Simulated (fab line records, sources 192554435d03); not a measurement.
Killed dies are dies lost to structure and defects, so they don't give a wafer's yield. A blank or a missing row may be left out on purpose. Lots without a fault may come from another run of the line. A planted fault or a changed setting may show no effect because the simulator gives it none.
One fault seen from 2 desks | flow n5_finfet | each desk has only its own numbers; what lay behind them comes last

THE TOOL OWNER'S DESK: pecvd-02
The tool's own readings at N5_BEOL_M4_ILD_DEP_00 (deposits SiOC from DEMS/O2, target thk 79 nm, time 15.3 s): means of the sampled wafers that have a number, for each lot that ran on this tool. A lot is out of limits, marked OUT, if its mean lies more than 4 standard deviations from the usual mean; the brackets give that distance.
Columns: A = heater_power_w at N5_BEOL_M4_ILD_DEP_00, usual 478 W; B = showerhead_plenum_p_Torr at N5_BEOL_M4_ILD_DEP_00, usual 5.695 Torr; C = throttle_valve_pct at N5_BEOL_M4_ILD_DEP_00, usual 12.0 %
lot  | first seen here | A   | B     | C
L978 | day 8 19:07     | 492 | 5.701 | 11.7
L990 | day 12 16:48    | 519 | 5.687 | 11.8
L991 | day 12 19:10    | 472 | 5.694 | 11.8
This desk's finding: nothing out of limits on any of the 3 lots.

THE METROLOGY DESK
What the gauges read, lot by lot, whatever tool the lot ran on: means of the sampled wafers that have a number. A lot is out of limits, marked OUT, if its mean lies more than 4 standard deviations from the usual mean; the brackets give that distance. Of its 13 readings 7 are shown: the one that was out of limits first, and those that lie furthest out on some lot.
Columns: A = M4_ILD_THK at N5_BEOL_M4_THK_MEAS_01, usual 79.4 nm; B = CHAIN_V3 at N5_BEOL_M4_RC_MEAS_101, usual 230 ohm/link; C = CHAIN_V3_max_site at N5_BEOL_M4_RC_MEAS_101, usual 239 ohm/link; D = DIBL_N at N5_BEOL_M4_RC_MEAS_101, usual 35.3 mV/V; E = DIBL_P at N5_BEOL_M4_RC_MEAS_101, usual 35.3 mV/V; F = SS_P at N5_BEOL_M4_RC_MEAS_101, usual 73.1 mV/dec; G = VT_P at N5_BEOL_M4_RC_MEAS_101, usual -251 mV
lot  | first seen here | A              | B   | C   | D    | E    | F    | G
L978 | day 8 19:11     | 78.8           | 234 | 241 | 35.5 | 35.5 | 73.0 | -246
L990 | day 12 16:52    | 94.3 (+14) OUT | 222 | 231 | 37.2 | 37.4 | 73.3 | -252
L991 | day 12 19:14    | 93.6 (+13) OUT | 230 | 236 | 35.3 | 36.3 | 73.9 | -250
L996 | day 13 10:51    | 78.9           | 251 | 260 | 34.9 | 34.6 | 72.6 | -250
This desk's finding: out of limits on L990, L991; first on L990, day 12 16:52 (M4_ILD_THK at N5_BEOL_M4_THK_MEAS_01). In limits: L978, L996.

PUT TOGETHER
The metrology desk could have raised an alarm at day 12 16:52, on L990, L991.
The tool owner's desk saw nothing out of limits.
The tool owner's desk has L990, L991 on record, within its limits.
Of the lots named, all ran N5_BEOL_M4_ILD_DEP_00 on pecvd-02.

WHAT THE SIMULATOR HAD PUT IN
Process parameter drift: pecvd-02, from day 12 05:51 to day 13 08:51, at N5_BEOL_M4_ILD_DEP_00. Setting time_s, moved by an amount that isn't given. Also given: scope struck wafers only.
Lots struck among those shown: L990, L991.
Hours from the fault's start to each desk's first reading out of limits: the metrology desk, 11.
